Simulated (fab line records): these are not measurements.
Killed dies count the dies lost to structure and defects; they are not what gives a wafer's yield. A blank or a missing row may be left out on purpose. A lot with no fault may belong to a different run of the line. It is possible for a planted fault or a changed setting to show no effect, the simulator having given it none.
Which of the tools did it? | flow n5Finfet | Sampling: 23 lots, 69 wafers, 4 of 1938 route steps

== WHAT EACH GAUGE READ, for each wafer ==
N5_MOL_CONTACT_COAG_THK_MEAS_29. Usual: MD_CAP_THK gives 17.89 nm (standard deviation 0.076).
lot  | measured     | on           | MD_CAP_THK (nm)   | flag
L074 | day 5 00:20  | filmMetro-01 | 17.92 17.99 17.84 | 
L075 | day 5 06:36  | filmMetro-01 | 17.92 17.76 17.87 | 
L076 | day 5 22:37  | filmMetro-02 | 17.81 17.91 17.80 | 
L077 | day 6 05:05  | filmMetro-02 | 17.89 18.00 18.00 | 
L078 | day 6 08:32  | filmMetro-01 | 17.88 17.91 17.93 | 
L079 | day 6 14:27  | filmMetro-01 | 17.82 17.86 17.81 | 
L080 | day 6 18:04  | filmMetro-01 | 17.82 17.87 17.82 | 
L081 | day 6 21:38  | filmMetro-01 | 17.87 17.95 17.86 | 
L082 | day 7 00:58  | filmMetro-02 | 17.88 17.85 17.90 | 
L083 | day 7 08:13  | filmMetro-01 | 17.86 17.84 17.84 | 
L084 | day 7 15:22  | filmMetro-01 | 18.00 18.05 17.95 | 
L085 | day 7 22:06  | filmMetro-01 | 17.82 17.91 17.80 | 
L086 | day 8 05:50  | filmMetro-02 | 17.90 17.95 17.94 | 
L087 | day 8 09:30  | filmMetro-02 | 17.79 17.86 17.93 | 
L088 | day 8 16:22  | filmMetro-02 | 18.07 18.03 17.92 | 
L089 | day 8 20:50  | filmMetro-02 | 17.82 17.85 17.80 | 
L090 | day 9 00:54  | filmMetro-01 | 17.87 17.81 17.85 | 
L091 | day 9 09:32  | filmMetro-01 | 17.84 17.90 17.89 | 
L092 | day 9 16:08  | filmMetro-01 | 18.05 17.86 17.91 | 
L093 | day 10 00:04 | filmMetro-01 | 17.93 17.80 17.93 | 
L095 | day 10 10:55 | filmMetro-01 | 18.01 17.71 17.78 | 
L096 | day 10 18:22 | filmMetro-01 | 17.83 17.93 17.92 | 
L097 | day 10 21:32 | filmMetro-02 | 17.91 17.94 18.03 | 

== WHAT TOOL EACH LOT RAN ON (gives the tool, then ch and the chambers of the sampled wafers, and finally the start) ==
lot  | N5_GATE_CUT_HM_OPEN_40           | N5_GATE_CUT_CUT_ETCH_55          | N5_MOL_CONTACT_COAG_CMP_28
L074 | rieDiel-05 ch 0,2, day 4 09:38   | rieMetal-01 ch 0,1, day 4 09:59  | cmp-04 ch 0,2, day 5 00:05
L075 | rieDiel-05 ch 0,1,3, day 4 19:00 | rieMetal-03 ch 0,1, day 4 19:22  | cmp-03 ch 0,1,3, day 5 06:20
L076 | rieDiel-05 ch 0,1, day 5 10:03   | rieMetal-01 ch 0, day 5 10:31    | cmp-01 ch 0,2,3, day 5 22:26
L077 | rieDiel-05 ch 0,3, day 5 15:52   | rieMetal-01 ch 0,1, day 5 16:13  | cmp-04 ch 0,2, day 6 04:48
L078 | rieDiel-05 ch 0,1, day 5 18:13   | rieMetal-02 ch 0,1, day 5 18:34  | cmp-04 ch 0,2, day 6 08:14
L079 | rieDiel-06 ch 0,1,3, day 6 00:29 | rieMetal-02 ch 0,1, day 6 00:50  | cmp-03 ch 0,2,3, day 6 14:10
L080 | rieDiel-01 ch 0,1,3, day 6 02:22 | rieMetal-03 ch 0,1, day 6 02:43  | cmp-01 ch 0,1,2, day 6 17:46
L081 | rieDiel-01 ch 0,1,2, day 6 10:13 | rieMetal-01 ch 0,1, day 6 10:34  | cmp-03 ch 0,1,2, day 6 21:20
L082 | rieDiel-06 ch 1,2, day 6 11:43   | rieMetal-03 ch 0,1, day 6 12:04  | cmp-01 ch 1,3, day 7 00:43
L083 | rieDiel-06 ch 1,2, day 6 20:26   | rieMetal-03 ch 0,1, day 6 20:47  | cmp-03 ch 0,3, day 7 07:57
L084 | rieDiel-01 ch 1, day 7 02:05     | rieMetal-01 ch 1, day 7 02:33    | cmp-04 ch 0,1,2, day 7 15:07
L085 | rieDiel-01 ch 0,2, day 7 08:59   | rieMetal-01 ch 0,1, day 7 09:20  | cmp-04 ch 1,2,3, day 7 21:55
L086 | rieDiel-05 ch 1,2,3, day 7 14:46 | rieMetal-03 ch 0,1, day 7 15:07  | cmp-01 ch 1,2,3, day 8 05:32
L087 | rieDiel-01 ch 0,1,2, day 7 21:34 | rieMetal-02 ch 0,1, day 7 21:54  | cmp-01 ch 0,1, day 8 09:14
L088 | rieDiel-06 ch 0,1,3, day 8 02:42 | rieMetal-01 ch 0,1, day 8 03:03  | cmp-01 ch 0,1,2, day 8 16:05
L089 | rieDiel-01 ch 0,2, day 8 08:14   | rieMetal-02 ch 1, day 8 08:35    | cmp-01 ch 0,2, day 8 20:35
L090 | rieDiel-01 ch 0,2,3, day 8 13:41 | rieMetal-02 ch 0,1, day 8 14:02  | cmp-01 ch 0,1,2, day 9 00:39
L091 | rieDiel-06 ch 0,2, day 8 20:17   | rieMetal-03 ch 1, day 8 20:46    | cmp-01 ch 0,1, day 9 09:17
L092 | rieDiel-05 ch 1,2, day 9 04:59   | rieMetal-01 ch 0,1, day 9 05:20  | cmp-03 ch 0,1,3, day 9 15:55
L093 | rieDiel-01 ch 0,2, day 9 08:23   | rieMetal-02 ch 0,1, day 9 08:44  | cmp-04 ch 0,1,2, day 9 23:48
L095 | rieDiel-06 ch 1,2,3, day 9 20:21 | rieMetal-01 ch 0,1, day 9 20:42  | cmp-01 ch 1,2, day 10 10:37
L096 | rieDiel-05 ch 0,1, day 10 04:50  | rieMetal-02 ch 0,1, day 10 05:32 | cmp-04 ch 0,1,3, day 10 18:11
L097 | rieDiel-01 ch 0,2, day 10 08:12  | rieMetal-01 ch 0,1, day 10 08:33 | cmp-03 ch 0,1,3, day 10 21:17
- N5_GATE_CUT_HM_OPEN_40: chemistry C4F6/O2, target SiO2, target depth 139 nm, time 85.1 s.
- N5_GATE_CUT_CUT_ETCH_55: etches HfO2 in BCl3, target depth 3.2 nm.
- N5_MOL_CONTACT_COAG_CMP_28: polishes, stops on SiNx, t overpolish 0.85 s, target thk 14.522 nm.

== AS READ BY THE TOOLS THEMSELVES (means over the sampled wafers that have a number; for cases with no such wafer, the mark the record gives instead) ==
N5_GATE_CUT_HM_OPEN_40. Usual: drypumpMotorCurrentA 5.76 A, standard deviation 0.28; etchRfOnTimeS 95.3 s, standard deviation 2.6; oesProductAu 0.71 a.u., standard deviation 0.062; rfVppV 660 V, standard deviation 13; showerheadPlenumPTorr 2.84 Torr, standard deviation 0.097; throttleValvePct 20.91 %, standard deviation 0.25.
lot  | tool       | drypumpMotorCurrentA (A) | etchRfOnTimeS (s) | oesProductAu (a.u.) | rfVppV (V) | showerheadPlenumPTorr (Torr) | throttleValvePct (%) | flag
L074 | rieDiel-05 | 5.75                     | 97.3              | 0.66                | 652        | 2.82                         | 21.01                | 
L075 | rieDiel-05 | 5.58                     | 94.7              | 0.71                | 663        | 2.78                         | 20.84                | 
L076 | rieDiel-05 | 5.39                     | 95.2              | 0.67                | 664        | 2.75                         | 21.05                | 
L077 | rieDiel-05 | 5.79                     | 94.1              | 0.71                | 658        | 2.80                         | 20.77                | 
L078 | rieDiel-05 | 5.38                     | 95.8              | 0.67                | 664        | 2.75                         | 21.06                | 
L079 | rieDiel-06 | 5.87                     | 93.3              | 0.73                | 663        | 2.91                         | 20.93                | 
L080 | rieDiel-01 | 5.87                     | 94.1              | 0.73                | 659        | 2.88                         | 20.80                | 
L081 | rieDiel-01 | 5.82                     | 93.0              | 0.73                | 666        | 2.88                         | 20.88                | 
L082 | rieDiel-06 | 6.10                     | 94.6              | 0.68                | 641        | 2.72                         | 20.81                | 
L083 | rieDiel-06 | 6.09                     | 93.8              | 0.68                | 642        | 2.72                         | 20.82                | 
L084 | rieDiel-01 | 6.13                     | 96.0              | 0.77                | 680        | 2.91                         | 21.01                | 
L085 | rieDiel-01 | 5.66                     | 96.0              | 0.69                | 657        | 2.89                         | 20.93                | 
L086 | rieDiel-05 | 5.55                     | 96.2              | 0.68                | 661        | 2.76                         | 21.00                | 
L087 | rieDiel-01 | 5.81                     | 96.2              | 0.72                | 665        | 2.88                         | 20.91                | 
L088 | rieDiel-06 | 5.87                     | 95.5              | 0.70                | 663        | 2.91                         | 20.94                | 
L089 | rieDiel-01 | 5.67                     | 94.7              | 0.68                | 657        | 2.89                         | 20.94                | 
L090 | rieDiel-01 | 5.72                     | 92.8              | 0.75                | 652        | 2.88                         | 20.76                | 
L091 | rieDiel-06 | 5.95                     | 94.6              | 0.67                | 665        | 2.90                         | 21.04                | 
L092 | rieDiel-05 | 5.35                     | 98.9              | 0.64                | 663        | 2.74                         | 21.21                | 
L093 | rieDiel-01 | 5.66                     | 95.2              | 0.67                | 657        | 2.88                         | 20.97                | 
L095 | rieDiel-06 | 5.90                     | 96.2              | 0.69                | 651        | 2.82                         | 20.90                | 
L096 | rieDiel-05 | 5.37                     | 99.8              | 0.64                | 664        | 2.74                         | 21.10                | 
L097 | rieDiel-01 | 5.65                     | 94.8              | 0.70                | 658        | 2.83                         | 20.75                | 

N5_GATE_CUT_CUT_ETCH_55. Usual: drypumpMotorCurrentA 5.6 A, standard deviation 0.4; oesProductAu 0.73 a.u., standard deviation 0.13; throttleValvePct 33.4 %, standard deviation 0.49.
lot  | tool        | drypumpMotorCurrentA (A) | oesProductAu (a.u.) | throttleValvePct (%) | flag
L074 | rieMetal-01 | 5.7                      | 0.80                | 33.2                 | 
L075 | rieMetal-03 | 5.7                      | 0.61                | 33.0                 | 
L076 | rieMetal-01 | 5.6                      | 0.88                | 32.9                 | 
L077 | rieMetal-01 | 5.8                      | 0.90                | 33.0                 | 
L078 | rieMetal-02 | 5.1                      | 0.68                | 33.9                 | 
L079 | rieMetal-02 | 5.5                      | 0.66                | 34.0                 | 
L080 | rieMetal-03 | 5.7                      | 0.60                | 33.0                 | 
L081 | rieMetal-01 | 5.9                      | 0.92                | 33.2                 | 
L082 | rieMetal-03 | 5.7                      | 0.60                | 33.0                 | 
L083 | rieMetal-03 | 5.7                      | 0.59                | 32.8                 | 
L084 | rieMetal-01 | 6.0                      | 0.94                | 33.3                 | 
L085 | rieMetal-01 | 5.7                      | 0.88                | 33.0                 | 
L086 | rieMetal-03 | 5.7                      | 0.60                | 33.0                 | 
L087 | rieMetal-02 | 5.5                      | 0.66                | 34.0                 | 
L088 | rieMetal-01 | 5.7                      | 0.87                | 33.0                 | 
L089 | rieMetal-02 | 4.8                      | 0.69                | 33.9                 | 
L090 | rieMetal-02 | 5.1                      | 0.67                | 34.0                 | 
L091 | rieMetal-03 | 5.7                      | 0.60                | 33.2                 | 
L092 | rieMetal-01 | 5.9                      | 0.88                | 33.2                 | 
L093 | rieMetal-02 | 5.1                      | 0.67                | 34.0                 | 
L095 | rieMetal-01 | 5.9                      | 0.86                | 33.2                 | 
L096 | rieMetal-02 | 5.5                      | 0.65                | 34.0                 | 
L097 | rieMetal-01 | 5.8                      | 0.83                | 33.0                 | 

N5_MOL_CONTACT_COAG_CMP_28. Usual: edgeZonePressureFrac 1.000, standard deviation 0.0053; motorCurrentA 12.7 A, standard deviation 1.1; timeToEndpointS 5.4 s, standard deviation 2.5.
lot  | tool   | edgeZonePressureFrac | motorCurrentA (A) | timeToEndpointS (s) | flag
L074 | cmp-04 | 0.995                | 12.6              | 4.8                 | 
L075 | cmp-03 | 1.001                | 13.4              | 8.8                 | 
L076 | cmp-01 | 0.995                | 12.7              | 5.1                 | 
L077 | cmp-04 | 0.997                | 12.8              | 4.4                 | 
L078 | cmp-04 | 0.997                | 13.2              | 0.6                 | 
L079 | cmp-03 | 0.994                | 12.1              | 9.8                 | 
L080 | cmp-01 | 0.995                | 13.3              | 4.2                 | 
L081 | cmp-03 | 1.008                | 12.3              | 7.8                 | 
L082 | cmp-01 | 0.998                | 13.5              | 2.9                 | 
L083 | cmp-03 | 1.001                | 12.2              | 6.7                 | 
L084 | cmp-04 | 1.006                | 12.7              | 5.8                 | 
L085 | cmp-04 | 1.000                | 12.4              | 6.2                 | 
L086 | cmp-01 | 1.003                | 13.7              | 5.4                 | 
L087 | cmp-01 | 0.998                | 13.9              | 8.6                 | 
L088 | cmp-01 | 1.001                | 13.6              | 6.4                 | 
L089 | cmp-01 | 1.003                | 12.4              | 3.8                 | 
L090 | cmp-01 | 0.998                | 13.2              | 4.0                 | 
L091 | cmp-01 | 0.999                | 12.8              | 3.4                 | 
L092 | cmp-03 | 0.999                | 12.8              | 5.0                 | 
L093 | cmp-04 | 1.005                | 12.6              | 6.1                 | 
L095 | cmp-01 | 0.993                | 14.7              | 4.7                 | 
L096 | cmp-04 | 1.002                | 12.7              | 7.0                 | 
L097 | cmp-03 | 0.997                | 12.6              | 5.2                 | 

== THE ANSWER, worked out from the rows above alone ==
Rule: a lot counts as off when the mean over its wafers that have a number is more than 3 standard deviations away from the usual mean. A lot without any number at a reading at which 4 lots or more have one is off too. The other lots that the step has rows for count as sound. After the gauges, taken in route order, come the tools' own readings; for these a lot's mean is taken, as printed above. At the first step where some lot is off, the reading lying furthest off is the one used; lots without a number count as furthest.
No lot is off on any of the readings shown, so nothing can be concluded from this.

== WHAT THE SIMULATOR PUT IN ==
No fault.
